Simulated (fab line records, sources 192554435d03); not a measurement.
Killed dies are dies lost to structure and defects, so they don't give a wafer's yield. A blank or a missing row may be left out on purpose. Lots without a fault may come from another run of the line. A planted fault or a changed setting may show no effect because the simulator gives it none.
Split-lot experiment | flow n5_finfet | 7 lots, 21 wafers read, on a route of 1938 steps

THE SPLIT
At N5_BEOL_M3_COAT_61 (time 60 s, resist thk 60 nm), the setting spin_rpm was moved away from the recipe's 1500 rpm on 9 of the 21 wafers read, by -9.2% to +11.1%. The other wafers ran this setting at the recipe's value.

The reading is taken at the split's own step.

THE READING
SOC_of_BEOL_M3_COAT_61.thk_nm (the simulator's own value, which no gauge read), in nm, at N5_BEOL_M3_COAT_61 (time 60 s, resist thk 60 nm). The file gives no usual value for it. The 12 wafers here that ran the recipe average 60.1 nm, standard deviation 0.24 nm.

wafer  | tool, chamber at the split | spin_rpm as run, rpm | against the recipe | SOC_of_BEOL_M3_COAT_61.thk_nm, nm | against lot-mates on the recipe
L074.2 | litho_track-01, 0          | 1500                 | recipe             | 60.2                              | -
L074.4 | litho_track-01, 0          | 1500                 | recipe             | 59.8                              | -
L074.6 | litho_track-01, 0          | 1640                 | +9.3%              | 57.2                              | -2.8
L080.2 | litho_track-01, 0          | 1362                 | -9.2%              | 63.2                              | no lot-mate on the recipe
L080.5 | litho_track-01, 0          | 1362                 | -9.2%              | 63                                | no lot-mate on the recipe
L080.6 | litho_track-01, 0          | 1362                 | -9.2%              | 63                                | no lot-mate on the recipe
L081.1 | litho_track-04, 0          | 1500                 | recipe             | 60.4                              | -
L081.3 | litho_track-04, 0          | 1405                 | -6.3%              | 62.4                              | +2.0
L081.5 | litho_track-04, 0          | 1405                 | -6.3%              | 62.4                              | +2.0
L084.2 | litho_track-01, 0          | 1500                 | recipe             | 59.6                              | -
L084.3 | litho_track-01, 0          | 1451                 | -3.3%              | 60.8                              | +1.1
L084.4 | litho_track-01, 0          | 1500                 | recipe             | 59.8                              | -
L085.1 | litho_track-03, 0          | 1500                 | recipe             | 60                                | -
L085.2 | litho_track-03, 0          | 1500                 | recipe             | 60.2                              | -
L085.3 | litho_track-03, 0          | 1590                 | +6.0%              | 58.4                              | -1.7
L089.1 | litho_track-03, 0          | 1500                 | recipe             | 60.2                              | -
L089.4 | litho_track-03, 0          | 1500                 | recipe             | 60.4                              | -
L089.6 | litho_track-03, 0          | 1666                 | +11.1%             | 57                                | -3.3
L094.1 | litho_track-03, 0          | 1500                 | recipe             | 60.2                              | -
L094.2 | litho_track-03, 0          | 1500                 | recipe             | 60                                | -
L094.6 | litho_track-03, 0          | 1500                 | recipe             | 60                                | -

THE FIT
A straight line over all 21 wafers: SOC_of_BEOL_M3_COAT_61.thk_nm changes by -0.312 nm for each +1% of spin_rpm; r = -0.99; the points scatter about the line by 0.25 nm.
The same after taking each lot's own level away (the mean of its wafers on the recipe; 18 wafers): -0.303 nm for each +1%; r = -1.00; scatter 0.11 nm.
On that fit, the largest move of spin_rpm shifts the reading by 3.4 nm.
The lots' own levels span 59.70 to 60.40 nm, that is 3.0 times the standard deviation above.
So the lot-to-lot level changes the slope little: the two slopes agree.
Check: with one of the wafers moved furthest among these (+11.1%) left out of the fit, the line predicts -3.35 nm for it against its lot-mates. It came out at -3.3 nm against them.

OTHER SPLITS ON THESE WAFERS
These wafers also went through other splits before the reading. Each is held against what the fit with the lots' levels taken away leaves over:
other split on the same wafers            | wafers away from the commonest value | r with SOC_of_BEOL_M3_COAT_61.thk_nm (lot level and that fit taken away)
N5_HKMG_FIN_ETCH_32 bias_w                | 6                                    | +0.19
N5_MOL_CONTACT_COAG_ETCH_105 bias_w       | 2                                    | +0.14
N5_MOL_CONTACT_COAG_ETCH_124 source_w     | 9                                    | +0.24
N5_BEOL_M0_SAQP_SPACER1_ALD_98 ald_cycles | 8                                    | +0.27
N5_BEOL_M0_SAQP_CUT_ETCH_46 time_s        | 7                                    | -0.06
N5_BEOL_M1_EXPOSE_25 dose_mj              | 5                                    | +0.22
N5_BEOL_M1_ETCH_70 time_s                 | 4                                    | +0.15

THE FILE'S OWN FIT
SOC_of_BEOL_M3_COAT_61.thk_nm changes by -0.301 nm for each +1% of spin_rpm, r = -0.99.
